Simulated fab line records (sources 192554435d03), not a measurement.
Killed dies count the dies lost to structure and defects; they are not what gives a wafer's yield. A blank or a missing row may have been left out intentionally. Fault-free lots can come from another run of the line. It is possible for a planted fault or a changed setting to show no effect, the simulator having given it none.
Chamber matching -- flow n5-finfet -- 4 sister chambers for N5_BEOL_M0_SAQP_DESCUM_19 on rie-diel-04
The step chemistry O2, time 7.9 s. 4 wafers are shown with their chamber, then 12 later ones without.

== EACH WAFER AND ITS CHAMBER ==
wafer,chamber,drypump-motor-current-A (A)
L088.1,3,5.9
L089.1,0,4.7
L089.5,1,6.1
L089.6,2,5.7

== WAFERS WHOSE CHAMBER IS MISSING ==
wafer,drypump-motor-current-A (A)
L090.2,5.9
L090.5,4.7
L090.6,6.1
L094.1,6.1
L094.2,6.0
L094.3,4.7
L096.2,6.1
L096.4,4.7
L096.5,4.7
L097.1,6.0
L097.3,6.1
L097.5,5.9

== CHAMBER TAKEN BY EACH ==
wafer,from the rows above,in truth
L090.2,3,3
L090.5,0,0
L090.6,1,1
L094.1,1,1
L094.2,can't be placed: 1 or 3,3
L094.3,0,0
L096.2,1,1
L096.4,0,0
L096.5,0,0
L097.1,can't be placed: 1 or 3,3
L097.3,1,1
L097.5,3,3
10 of 12 placed correctly. Cannot be placed on the basis of these rows: 2; the candidates contain the true chamber in 2. Placed wrongly: 0.
How it was worked out, from the rows above alone: a wafer's distance from a chamber is the root of the sum, over the readings, of the square of ((its reading less the chamber's mean) divided by the reading's scatter). If the next closest chamber is less than 2 further off than the closest, the wafer can't be placed; otherwise it belongs to the closest. For every chamber, the mean is computed from those of its wafers that are shown. The scatter: root of mean squared gap, hidden wafer to nearest shown wafer, with one shown wafer a chamber.
